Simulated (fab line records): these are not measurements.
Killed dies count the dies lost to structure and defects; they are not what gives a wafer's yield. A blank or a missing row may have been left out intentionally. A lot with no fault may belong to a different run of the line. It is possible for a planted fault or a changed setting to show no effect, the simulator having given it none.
A lot that was struck, set against a sound lot	flow n5_finfet	16 out of 1938 route steps
Sound: these wafers, L267.1, L267.2, L267.5. Struck: wafers L278.3, L278.6 (left out: L278.1, a lot-mate that was not struck); the cause follows at the end.
Each step with rows lists, per side, the tool, then ch with its chambers, then its first start. Under that, the readings that differ: sound wafers	struck wafers	difference of the means	sigmas: that difference in standard deviations of wafers without a fault.
alike: words and numbers the same on both sides, and readings whose means are apart by under 2 such deviations; not compared: readings that were withheld, readings missing a value for some wafer, numbers with overlapping values and no deviation given by the record, and bounds like >300 which may hide the same value.
The two part at a step that has a row with sigmas, a row that says differs or no value, or rows on one side only. When numbers do not overlap yet have no deviation, they are printed without sigmas and do not part them. Lack of a reading on every wafer of one side parts them only where that side has two or more wafers.

first, 6 steps without rows for these wafers: N5_BEOL_M4_COAT_05 (resist thk 30 nm); N5_BEOL_M4_EBR_07; N5_BEOL_M4_SOFTBAKE_06 (time 60 s); N5_BEOL_M4_EXPOSE_08 (exposes mask M4); N5_BEOL_M4_PEB_09 (peb time 60 s); N5_BEOL_M4_DEVELOP_10 (develop time 30 s).
N5_BEOL_M4_CD_MEAS_11: the cd target is 16.79 nm.
  sound on cd_sem-03 ch 0, day 8 11:16; struck on cd_sem-01 ch 0, day 11 23:49
  alike: cd_nm
N5_BEOL_M4_OVL_MEAS_12:
  sound on overlay-02 ch 0, day 8 11:17; struck on overlay-02 ch 0, day 11 23:50
reading	sound	struck	difference	sigmas
M4_OVL (nm)	-1.9 -1.1 -1.1	0.3 0.2	+1.6	+2
N5_BEOL_M4_INSPECT_13: inspects for defects (brightfield).
  sound: defect_inspect-02 at day 8 11:20; struck: defect_inspect-01 at day 11 23:54
  alike: raw_defect_count
N5_BEOL_M4_DESCUM_16: chemistry O2, time 7 s.
  sound on rie_diel-01 ch 0,2, day 8 11:23; struck on rie_diel-01 ch 2, day 11 23:56
  alike: chamber_pressure_mTorr, drypump_motor_current_A, oes_product_au, rf_vpp_V, showerhead_plenum_p_Torr, throttle_valve_pct
  not compared: rf_hours_counter_h
N5_BEOL_M4_ETCH_74: etches underlayer in N2/H2, target depth 6.5 nm, time 5.2 s.
  sound on rie_diel-01 ch 0,2, day 8 11:25; struck on rie_diel-01 ch 2, day 11 23:58
  alike: bias_w, chamber_pressure_mTorr, drypump_motor_current_A, etch_rf_on_time_s, oes_product_au, rf_vpp_V, showerhead_plenum_p_Torr, throttle_valve_pct
  not compared: rf_hours_counter_h
N5_BEOL_M4_ETCH_63: etches SiARC in CF4, target depth 15.6 nm, time 26 s.
  sound on rie_diel-01 ch 0,2, day 8 11:26; struck on rie_diel-01 ch 2, day 11 23:59
  alike: bias_w, chamber_pressure_mTorr, drypump_motor_current_A, etch_rf_on_time_s, oes_product_au, rf_vpp_V, showerhead_plenum_p_Torr, throttle_valve_pct
  not compared: rf_hours_counter_h
N5_BEOL_M4_ETCH_64: etches SOC in N2/H2, target depth 75 nm, overetch 22.5 nm, time 121.9 s.
  sound on rie_diel-01 ch 0,2, day 8 11:28; struck on rie_diel-01 ch 2, day 12 00:01
reading	sound	struck	difference	sigmas
bias_w (W)	150.6 150.3 150.4	137.3 137.5	-13.0	-28
rf_vpp_V (V)	520.1 527.3 520.4	492.8 491.9	-30.2	-12
model.SiARC_of_BEOL_M4_COAT_62.thk_nm (nm)	6.6 6.8 6.6	7.2 7.2	+0.5	
  alike: chamber_pressure_mTorr, drypump_motor_current_A, oes_product_au, showerhead_plenum_p_Torr, throttle_valve_pct
  not compared: rf_hours_counter_h
then, 1 step without rows for these wafers: N5_BEOL_M4_STRIP_65 (strips in N2/H2).
N5_BEOL_M4_RC_MEAS_101:
  sound on prober-01 ch 0, day 9 04:55; struck on prober-01 ch 0, day 13 03:38
  alike: DIBL_N, DIBL_P, IOFF_N, IOFF_P, ION_N, ION_P, SS_N, SS_P, VT_N, VT_P
-- here the record skips 4 days between the struck wafers' starts before and after, leaving off in module BEOL_M4 and picking up in module PASSIVATION (first step shown: number 1936 of the route) --
N5_PASSIVATION_PROBE_49:
  record: rows for the struck wafers here (prober-01, day 17 10:06), none for the sound ones

## WHERE THEY PART
At N5_BEOL_M4_OVL_MEAS_12 first; at N5_PASSIVATION_PROBE_49 last (within this record only).

WHY: whatever the simulator had introduced
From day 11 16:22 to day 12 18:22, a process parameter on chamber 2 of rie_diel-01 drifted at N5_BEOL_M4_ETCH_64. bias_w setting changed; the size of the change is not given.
